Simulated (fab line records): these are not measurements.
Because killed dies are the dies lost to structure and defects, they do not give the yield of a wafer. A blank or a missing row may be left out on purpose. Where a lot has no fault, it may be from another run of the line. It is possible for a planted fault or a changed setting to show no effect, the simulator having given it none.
Split-lot study || flow n5-finfet || 21 wafers read across 7 lots, on a route 1938 steps long

== THE SPLIT ==
At N5_BEOL_M0_SAQP_HM_DEP_02 (deposits TiN, target thk 12 nm), the setting target-thk-a was moved away from the recipe's 120 angstrom on 6 of the 21 wafers read, by -13.1% to +11.4%. This setting was run at the recipe's value on the other wafers.

The reading is taken at the split's own step.

== THE READING ==
TiN_of_BEOL_M0_SAQP_HM_DEP_02.thk-nm (the simulator's own value, which no gauge read), in nm, at N5_BEOL_M0_SAQP_HM_DEP_02 (deposits TiN, target thk 12 nm). The file does not state a usual value for it. The 15 wafers here that ran the recipe average 12.1 nm, standard deviation 0.14 nm.

{"wafer": "L081.2", "tool, chamber at the split": "pvd-sputter-02, -", "target-thk-a as run, angstrom": 120, "against the recipe": "recipe", "TiN_of_BEOL_M0_SAQP_HM_DEP_02.thk-nm, nm": 12, "against lot-mates on the recipe": "-"}
{"wafer": "L081.4", "tool, chamber at the split": "pvd-sputter-02, -", "target-thk-a as run, angstrom": 128.2, "against the recipe": "+6.8%", "TiN_of_BEOL_M0_SAQP_HM_DEP_02.thk-nm, nm": 13, "against lot-mates on the recipe": "+0.8"}
{"wafer": "L081.6", "tool, chamber at the split": "pvd-sputter-02, -", "target-thk-a as run, angstrom": 120, "against the recipe": "recipe", "TiN_of_BEOL_M0_SAQP_HM_DEP_02.thk-nm, nm": 12.4, "against lot-mates on the recipe": "-"}
{"wafer": "L082.4", "tool, chamber at the split": "pvd-sputter-01, -", "target-thk-a as run, angstrom": 120, "against the recipe": "recipe", "TiN_of_BEOL_M0_SAQP_HM_DEP_02.thk-nm, nm": 12.2, "against lot-mates on the recipe": "-"}
{"wafer": "L082.6", "tool, chamber at the split": "pvd-sputter-01, -", "target-thk-a as run, angstrom": 120, "against the recipe": "recipe", "TiN_of_BEOL_M0_SAQP_HM_DEP_02.thk-nm, nm": 12.2, "against lot-mates on the recipe": "-"}
{"wafer": "L082.5", "tool, chamber at the split": "pvd-sputter-01, -", "target-thk-a as run, angstrom": 120, "against the recipe": "recipe", "TiN_of_BEOL_M0_SAQP_HM_DEP_02.thk-nm, nm": 12, "against lot-mates on the recipe": "-"}
{"wafer": "L085.2", "tool, chamber at the split": "pvd-sputter-02, -", "target-thk-a as run, angstrom": 120, "against the recipe": "recipe", "TiN_of_BEOL_M0_SAQP_HM_DEP_02.thk-nm, nm": 11.8, "against lot-mates on the recipe": "-"}
{"wafer": "L085.3", "tool, chamber at the split": "pvd-sputter-02, -", "target-thk-a as run, angstrom": 120, "against the recipe": "recipe", "TiN_of_BEOL_M0_SAQP_HM_DEP_02.thk-nm, nm": 12.2, "against lot-mates on the recipe": "-"}
{"wafer": "L085.4", "tool, chamber at the split": "pvd-sputter-02, -", "target-thk-a as run, angstrom": 113.5, "against the recipe": "-5.4%", "TiN_of_BEOL_M0_SAQP_HM_DEP_02.thk-nm, nm": 11.4, "against lot-mates on the recipe": -0.6}
{"wafer": "L086.1", "tool, chamber at the split": "pvd-sputter-01, -", "target-thk-a as run, angstrom": 120, "against the recipe": "recipe", "TiN_of_BEOL_M0_SAQP_HM_DEP_02.thk-nm, nm": 12.2, "against lot-mates on the recipe": "-"}
{"wafer": "L086.3", "tool, chamber at the split": "pvd-sputter-01, -", "target-thk-a as run, angstrom": 120, "against the recipe": "recipe", "TiN_of_BEOL_M0_SAQP_HM_DEP_02.thk-nm, nm": 12, "against lot-mates on the recipe": "-"}
{"wafer": "L086.5", "tool, chamber at the split": "pvd-sputter-01, -", "target-thk-a as run, angstrom": 120, "against the recipe": "recipe", "TiN_of_BEOL_M0_SAQP_HM_DEP_02.thk-nm, nm": 12, "against lot-mates on the recipe": "-"}
{"wafer": "L089.4", "tool, chamber at the split": "pvd-sputter-03, -", "target-thk-a as run, angstrom": 120, "against the recipe": "recipe", "TiN_of_BEOL_M0_SAQP_HM_DEP_02.thk-nm, nm": 12, "against lot-mates on the recipe": "-"}
{"wafer": "L089.6", "tool, chamber at the split": "pvd-sputter-03, -", "target-thk-a as run, angstrom": 120, "against the recipe": "recipe", "TiN_of_BEOL_M0_SAQP_HM_DEP_02.thk-nm, nm": 12, "against lot-mates on the recipe": "-"}
{"wafer": "L089.5", "tool, chamber at the split": "pvd-sputter-03, -", "target-thk-a as run, angstrom": 104.3, "against the recipe": "-13.1%", "TiN_of_BEOL_M0_SAQP_HM_DEP_02.thk-nm, nm": 10.4, "against lot-mates on the recipe": -1.6}
{"wafer": "L090.2", "tool, chamber at the split": "pvd-sputter-01, -", "target-thk-a as run, angstrom": 120, "against the recipe": "recipe", "TiN_of_BEOL_M0_SAQP_HM_DEP_02.thk-nm, nm": 12.2, "against lot-mates on the recipe": "-"}
{"wafer": "L090.3", "tool, chamber at the split": "pvd-sputter-01, -", "target-thk-a as run, angstrom": 120, "against the recipe": "recipe", "TiN_of_BEOL_M0_SAQP_HM_DEP_02.thk-nm, nm": 12.2, "against lot-mates on the recipe": "-"}
{"wafer": "L090.4", "tool, chamber at the split": "pvd-sputter-01, -", "target-thk-a as run, angstrom": 133.7, "against the recipe": "+11.4%", "TiN_of_BEOL_M0_SAQP_HM_DEP_02.thk-nm, nm": 13.4, "against lot-mates on the recipe": "+1.2"}
{"wafer": "L097.4", "tool, chamber at the split": "pvd-sputter-03, -", "target-thk-a as run, angstrom": 108.2, "against the recipe": "-9.8%", "TiN_of_BEOL_M0_SAQP_HM_DEP_02.thk-nm, nm": 11, "against lot-mates on the recipe": -1.2}
{"wafer": "L097.5", "tool, chamber at the split": "pvd-sputter-03, -", "target-thk-a as run, angstrom": 108.2, "against the recipe": "-9.8%", "TiN_of_BEOL_M0_SAQP_HM_DEP_02.thk-nm, nm": 10.8, "against lot-mates on the recipe": -1.4}
{"wafer": "L097.6", "tool, chamber at the split": "pvd-sputter-03, -", "target-thk-a as run, angstrom": 120, "against the recipe": "recipe", "TiN_of_BEOL_M0_SAQP_HM_DEP_02.thk-nm, nm": 12.2, "against lot-mates on the recipe": "-"}

FIT RESULTS
A straight line over all 21 wafers: TiN_of_BEOL_M0_SAQP_HM_DEP_02.thk-nm changes by +0.124 nm for each +1% of target-thk-a; r = +0.98; the points scatter about the line by 0.14 nm.
The same after taking each lot's own level away (the mean of its wafers on the recipe; 21 wafers): +0.12 nm for each +1%; r = +0.98; scatter 0.12 nm.
Per that fit: largest target-thk-a move, reading shift of 1.6 nm.
Across the lots, their own levels run from 12.00 to 12.20 nm, a range of 1.4 times the standard deviation given above.
So the lot-to-lot level changes the slope little: the two slopes agree.
Check: -1.59 nm against its lot-mates is what the line predicts for one of the wafers moved furthest among these (-13.1%) when that wafer is left out of the fit. It came out at -1.6 nm against them.

== THE OTHER SPLITS THESE WAFERS WENT THROUGH ==
Other splits were also applied to these wafers ahead of the reading. Each is held against what the fit with the lots' levels taken away leaves over:
{"other split on the same wafers": "N5_SDB_ALD_29 ald-cycles", "wafers away from the commonest value": 2, "r with TiN_of_BEOL_M0_SAQP_HM_DEP_02.thk-nm (lot level and that fit taken away)": "+0.07"}
{"other split on the same wafers": "N5_HKMG_FIN_EXPOSE_09 dose-mj", "wafers away from the commonest value": 7, "r with TiN_of_BEOL_M0_SAQP_HM_DEP_02.thk-nm (lot level and that fit taken away)": -0.11}
{"other split on the same wafers": "N5_HKMG_FIN_DEVELOP_11 develop-time-s", "wafers away from the commonest value": 5, "r with TiN_of_BEOL_M0_SAQP_HM_DEP_02.thk-nm (lot level and that fit taken away)": "+0.31"}
{"other split on the same wafers": "N5_MOL_CONTACT_COAG_ALD_131 ald-cycles", "wafers away from the commonest value": 7, "r with TiN_of_BEOL_M0_SAQP_HM_DEP_02.thk-nm (lot level and that fit taken away)": -0.39}

== FILE'S OWN FIT ==
TiN_of_BEOL_M0_SAQP_HM_DEP_02.thk-nm changes by +0.118 nm for each +1% of target-thk-a, r = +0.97.
